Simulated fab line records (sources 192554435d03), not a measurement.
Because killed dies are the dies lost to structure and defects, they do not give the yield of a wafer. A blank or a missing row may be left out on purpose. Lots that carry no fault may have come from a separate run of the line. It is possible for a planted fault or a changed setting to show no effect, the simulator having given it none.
Which tool is to blame? | flow n5-finfet | 10 lots, 29 wafers sampled, at 3 steps of a route of 1938

## WHAT THE GAUGES READ, wafer by wafer
N5_FIN_SAQP_OVL_MEAS_17.
lot  | measured    | on         | FIN_CORE_OVL (nm)
L555 | day 2 10:15 | overlay-02 | -1.1 0.4 -1.4
L556 | day 2 16:01 | overlay-02 | -1.5 -2.5 -0.7
L557 | day 2 21:39 | overlay-01 | -0.5 0.9 -0.3
L558 | day 3 04:01 | overlay-02 | -0.5 -0.1 0.1
L560 | day 3 15:17 | overlay-01 | -0.7 -0.1 0.1
L561 | day 3 22:39 | overlay-02 | -0.2 1.4 0.5
L564 | day 4 19:23 | overlay-02 | 0.2 -0.4 -0.9
L569 | day 5 23:02 | overlay-01 | -0.8 -1.1
L574 | day 7 03:11 | overlay-01 | 16.5 16.7 16.4
L575 | day 7 09:25 | overlay-02 | 17.8 18.0 17.4

## WHICH TOOL RAN EACH LOT (tool, then ch and the chambers of the sampled wafers, then the start)
lot  | N5_PMOS_HMC_CHANNEL_EPI_FIN_RECESS_16 | N5_FIN_SAQP_EXPOSE_13
L555 | rie-si-04 ch 0,2,3, day 2 06:40       | arfi-scanner-03 ch 0, day 2 10:05
L556 | rie-si-01 ch 0,3, day 2 12:23         | arfi-scanner-01 ch 0, day 2 15:52
L557 | rie-si-04 ch 1,2, day 2 17:41         | arfi-scanner-02 ch 0, day 2 21:29
L558 | rie-si-04 ch 0,2,3, day 3 00:08       | arfi-scanner-03 ch 0, day 3 03:50
L560 | rie-si-01 ch 0,1,3, day 3 11:42       | arfi-scanner-01 ch 0, day 3 15:07
L561 | rie-si-01 ch 0,2, day 3 17:38         | arfi-scanner-02 ch 0, day 3 22:29
L564 | rie-si-04 ch 1,3, day 4 14:28         | arfi-scanner-01 ch 0, day 4 19:13
L569 | rie-si-04 ch 3, day 5 17:56           | arfi-scanner-01 ch 0, day 5 22:53
L574 | rie-si-06 ch 1,2,3, day 6 23:38       | arfi-scanner-01 ch 0, day 7 03:01
L575 | rie-si-01 ch 0,1,3, day 7 05:49       | arfi-scanner-01 ch 0, day 7 09:15
- N5_PMOS_HMC_CHANNEL_EPI_FIN_RECESS_16: chemistry HBr/Cl2, target Si, target depth 54 nm, time 18 s.
- N5_FIN_SAQP_EXPOSE_13: exposes mask FIN CORE, target cd 35.6 nm.

## WHAT THE TOOLS THEMSELVES READ (means of the sampled wafers that have a number; where no wafer has one, the mark that the record gives instead)
N5_PMOS_HMC_CHANNEL_EPI_FIN_RECESS_16.
lot  | tool      | chamber-pressure-mTorr (mTorr) | drypump-motor-current-A (A) | mfc-cl2-sccm (sccm) | oes-product-au (a.u.) | rf-fwd-power-W (W) | throttle-valve-pct (%)
L555 | rie-si-04 | 10.002                         | 5.7                         | 79.72               | 1.008                 | 794.3              | 35.6
L556 | rie-si-01 | 10.000                         | 5.8                         | 80.14               | 0.994                 | 794.6              | 35.1
L557 | rie-si-04 | 10.000                         | 5.7                         | 79.76               | 1.005                 | 796.8              | 35.5
L558 | rie-si-04 | 10.003                         | 5.7                         | 79.82               | 1.002                 | 795.8              | 35.6
L560 | rie-si-01 | 10.003                         | 5.6                         | 79.98               | 0.993                 | 794.3              | 35.2
L561 | rie-si-01 | 10.005                         | 5.9                         | 79.96               | 1.016                 | 794.0              | 35.0
L564 | rie-si-04 | 10.010                         | 5.7                         | 80.17               | 0.989                 | 799.8              | 35.8
L569 | rie-si-04 | 10.005                         | 5.7                         | 79.97               | 0.994                 | 797.0              | 36.0
L574 | rie-si-06 | 9.997                          | 5.7                         | 79.93               | 1.032                 | 795.2              | 35.4
L575 | rie-si-01 | 9.997                          | 5.6                         | 79.97               | 0.990                 | 793.7              | 35.2

## THE ANSWER, worked out from the rows above alone
Rule: the usual values come from the lots themselves. Put in order of their means at a reading, lots are off if they are a third of the lots or fewer, leave a main group of 4 or more, and stand apart from it by a gap of 3 or more times the standard deviation of the main group's means; of several such gaps the widest counts. A main group is skipped when, at the precision printed for the reading in the tables above, its means are all equal. A lot without any number at a reading at which 4 lots or more have one is off too. All remaining lots with rows at the step are treated as sound. First the gauges in route order, then the tools' own readings, where a lot's mean is used as printed above. The first step at which some lot is off is used, and at that step the reading that is off furthest; a lot without a number counts as furthest.
Off: L574, L575, seen at N5_FIN_SAQP_OVL_MEAS_17 (FIN_CORE_OVL). For the main group the mean is -0.4 nm and the standard deviation 0.61.
A tool fits if, at a process step before that reading, it ran every lot that is off, and no sound lot after the first of them. The gauges at N5_FIN_SAQP_OVL_MEAS_17 are tried like those tools. One candidate fits, namely arfi-scanner-01 at N5_FIN_SAQP_EXPOSE_13. A fault onset in the window from L569 (day 5 22:53, its last sound lot) to L574 (day 7 03:01, its first lot off) fits.

## WHAT THE SIMULATOR HAD INSERTED
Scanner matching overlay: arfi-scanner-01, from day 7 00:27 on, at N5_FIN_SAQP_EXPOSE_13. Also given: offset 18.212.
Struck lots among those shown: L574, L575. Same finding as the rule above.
